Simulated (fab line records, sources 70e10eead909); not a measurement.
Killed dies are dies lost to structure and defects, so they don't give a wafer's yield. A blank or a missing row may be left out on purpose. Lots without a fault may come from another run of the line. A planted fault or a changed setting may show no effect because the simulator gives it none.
A struck lot beside a sound one | flow nand_harc | 14 steps out of a route of 1302
Sound: wafers L139.1, L139.2, L139.3. Struck: wafer L133.3. (L133.2 of the same lot was not struck and is left out.) The cause comes at the end.
At each step with rows: each side's tool, then ch and its chambers, then its first start. Under that, the readings that differ: sound wafers | struck wafers | difference of the means | sigmas: that difference in standard deviations of wafers without a fault.
alike: readings whose means differ by less than 2 such deviations, and words and numbers that are the same on both sides. not compared: withheld readings, readings that some wafer has no value for, bounds like >300 that may hide the same value, and numbers for which the record gives no deviation and whose values overlap.
The two part at a step that has a row with sigmas, a row that says differs or no value, or rows on one side only. Numbers that don't overlap but have no deviation are shown without sigmas and don't part them. A reading that every wafer of one side lacks parts them only if that side has two wafers or more.

first, 2 steps without rows for these wafers: NHARC_P_CONTACT_DESCUM_17 (chemistry O2, time 3 s); NHARC_P_CONTACT_ETCH_35 (etches the open film in CF4, target depth 39 nm, time 65 s).
NHARC_P_CONTACT_ETCH_36: etches the open film in N2/H2, target depth 260 nm, time 406.25 s.
  sound on rie_diel-03 ch 0,1,3; struck on rie_diel-08 ch 1
  reading                | sound       | struck | difference | sigmas
  rf_hours_counter_h (h) | 3.2 3.0 2.9 | 5.6    | +2.6       |
  alike: chamber_pressure_mTorr, drypump_motor_current_A, mfc_ar_sccm, oes_product_au, rf_vpp_V, showerhead_plenum_p_Torr, throttle_valve_pct
then, 2 steps without rows for these wafers: NHARC_P_CONTACT_ETCH_18 (etches the open film in C4F8/O2/Ar, target depth 481 nm, time 240.5 s); NHARC_P_CONTACT_STRIP_37 (strips in C4F8/O2/Ar).
NHARC_P_CONTACT_ETCH_31: etches the open film in CH3F/O2, target depth 30 nm, time 85.7 s.
  sound on rie_diel-03 ch 0,1,2; struck on rie_diel-08 ch 3
  reading                | sound       | struck | difference | sigmas
  rf_hours_counter_h (h) | 3.2 3.0 3.4 | 5.8    | +2.6       |
  alike: chamber_pressure_mTorr, drypump_motor_current_A, mfc_ar_sccm, oes_product_au, rf_vpp_V, showerhead_plenum_p_Torr, throttle_valve_pct
NHARC_P_CONTACT_CD_MEAS_19:
  sound on cd_sem-01, day 12 05:02; struck on cd_sem-03, day 9 04:11
  alike: cd_nm
then, 2 steps without rows for these wafers: NHARC_P_CONTACT_STRIP_28 (strips in O2); NHARC_P_CONTACT_STRIP_29 (strips in post etch residue remover, time 1200 s).
NHARC_P_CONTACT_DEGAS_38: time 60 s.
  sound on pvd_sputter-02, day 12 05:44; struck on pvd_sputter-03, day 9 04:56
  alike: heater_power_w
then, 1 step without rows for these wafers: NHARC_P_CONTACT_PRE_CLEAN_39 (time 19.5 s).
NHARC_P_CONTACT_PVD_32: deposits Ti, target thk 5 nm, time 17.7 s.
  sound on pvd_sputter-02; struck on pvd_sputter-03
  alike: throttle_valve_pct
NHARC_P_CONTACT_ALD_22: deposits TiN, target thk 3 nm, pulse time 1 s, ald cycles 150.
  sound on ald_metal-01 ch 0,1,2, day 12 05:59; struck on ald_metal-02 ch 0, day 9 05:11
  reading    | sound       | struck | difference | sigmas
  ald_cycles | 150 150 150 | 66     | -84        |
  alike: heater_power_outer_w, heater_power_w, precursor_pulse_height_rel
NHARC_P_CONTACT_CVD_23: deposits W, target thk 200 nm, time 557 s.
  sound on cvd_w-01 ch 0,1; struck on cvd_w-02 ch 0
  reading                  | sound       | struck | difference | sigmas
  heater_power_outer_w (W) | 235 216 228 | 297    | +71        | +3
  alike: heater_power_w, mfc_ar_sccm, throttle_valve_pct

WHERE THEY PART
Only at NHARC_P_CONTACT_CVD_23, within this record.

WHY: what the simulator had put in
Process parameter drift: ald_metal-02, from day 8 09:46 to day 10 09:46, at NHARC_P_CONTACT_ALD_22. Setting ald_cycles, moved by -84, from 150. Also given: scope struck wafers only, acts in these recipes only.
